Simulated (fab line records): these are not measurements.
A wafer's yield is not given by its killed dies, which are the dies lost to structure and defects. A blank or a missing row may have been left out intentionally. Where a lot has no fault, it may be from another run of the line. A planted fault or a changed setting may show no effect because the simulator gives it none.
Split-lot experiment ; flow n5 finfet ; 21 wafers read from 7 lots, route of 1938 steps

== ON THE SPLIT ==
At N5_MOL_CONTACT_COAG_ETCHBACK_136 (etches SiO2 in CHF3, target depth 25 nm, time 16.7 s), the setting target depth a was moved away from the recipe's 250 angstrom on 7 of the 21 wafers read, by -13.2% to +12.8%. This setting was run at the recipe's value on the other wafers.

== THE PATH FROM SPLIT TO READING: the file shows 1 step between them ==
- N5_MOL_CONTACT_COAG_STRIP_120: strips in CHF3

== THE READING ==
etch.depth nm (the simulator's own value, which no gauge read), in nm, at N5_MOL_CONTACT_COAG_VIA_ETCH_117 (etches SiO2 in C4F6/O2, target depth 40 nm, overetch 8 nm, time 26 s). The file does not state a usual value for it. The 14 wafers here that ran the recipe average 39.74 nm, standard deviation 0.52 nm.

wafer;tool, chamber at the split;target depth a as run, angstrom;against the recipe;etch.depth nm, nm;against lot-mates on the recipe
L075.2;rie diel-01, 0,3,0;250;recipe;38.93;-
L075.3;rie diel-01, 0,3,0;250;recipe;39.3;-
L075.6;rie diel-01, 0,3,0;250;recipe;39.04;-
L076.3;rie diel-03, 3;271.3;+8.5%;37.98;-1.61
L076.4;rie diel-03, 2;250;recipe;39.59;-
L076.5;rie diel-03, 3;271.3;+8.5%;37.79;-1.80
L080.2;rie diel-05, 2,3;264.2;+5.7%;39.48;-1.21
L080.5;rie diel-05, 2,3;264.2;+5.7%;38.61;-2.08
L080.6;rie diel-05, 2;250;recipe;40.69;-
L081.2;rie diel-05, 3;250;recipe;40.11;-
L081.5;rie diel-05, 1,0;281.9;+12.8%;36.7;-3.41
L081.6;rie diel-05, 1,0;281.9;+12.8%;37.37;-2.74
L084.3;rie diel-05, 0,3,2;250;recipe;40.12;-
L084.5;rie diel-05, 0,3,2;250;recipe;39.95;-
L084.6;rie diel-05, 0,3,2;250;recipe;40.57;-
L085.2;rie diel-03, 1,3,2;250;recipe;39.71;-
L085.3;rie diel-03, 1,3,2;250;recipe;39.79;-
L085.5;rie diel-03, 1,3,2;250;recipe;39.18;-
L093.1;rie diel-03, 1;217.1;-13.2%;42.8;+3.13
L093.3;rie diel-03, 3,1;250;recipe;39.97;-
L093.5;rie diel-03, 3,1;250;recipe;39.36;-
Where a row lists several chambers, the file gives one row for several wafers and doesn't say which wafer went through which chamber.

THE FIT
A straight line over all 21 wafers: etch.depth nm changes by -0.213 nm for each +1% of target depth a; r = -0.92; the points scatter about the line by 0.51 nm.
The same after taking each lot's own level away (the mean of its wafers on the recipe; 21 wafers): -0.236 nm for each +1%; r = -0.98; scatter 0.3 nm.
The reading moves by 3.1 nm for the largest change in target depth a, on that fit.
The span of the lots' own levels, 39.090 to 40.690 nm, comes to 3.1 times the standard deviation stated above.
The two slopes are in agreement: the lot-to-lot level therefore moves the slope only a little.
Check: with one of the wafers moved furthest among these (-13.2%) left out of the fit, the line predicts +3.08 nm for it against its lot-mates. It came out at +3.13 nm against them.

== OTHER SPLITS APPLIED TO THESE WAFERS ==
Note: prior to the reading, these wafers also went through further splits. Each is held against what the fit with the lots' levels taken away leaves over:
other split on the same wafers;wafers away from the commonest value;r with etch.depth nm (lot level and that fit taken away)
N5_SD_EPI_N_PEB_07 peb temp c;4;+0.00
N5_SD_EPI_P_EPI_21 temp c;4;+0.01
N5_SD_ACTIVATION_LSA_01 temp c;6;+0.18
N5_HKMG_FIN_COAT_06 spin rpm;7;+0.12
N5_HKMG_FIN_DEVELOP_11 develop time s;7;+0.03
N5_GATE_CUT_ETCH_58 source w;7;-0.12
N5_MOL_CONTACT_COAG_ALD_133 ald cycles;8;+0.21

== THE WHOLE CHAIN: every reading that the file lists as answering this split, in the file's order ==
step;what it does;reading;change (the file's fit);r (the file's)
N5_MOL_CONTACT_COAG_VIA_ETCH_117;etches SiO2 in C4F6/O2, target depth 40 nm, overetch 8 nm, time 26 s;MOL_CONTACT_COAG.feature depth nm (the simulator's own value, which no gauge read);-0.239 nm for each +1% of the setting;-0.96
N5_MOL_CONTACT_COAG_VIA_ETCH_117;etches SiO2 in C4F6/O2, target depth 40 nm, overetch 8 nm, time 26 s;etch.depth nm (the simulator's own value, which no gauge read);-0.237 nm for each +1% of the setting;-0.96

== FILE'S OWN FIT ==
etch.depth nm changes by -0.237 nm for each +1% of target depth a, r = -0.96.
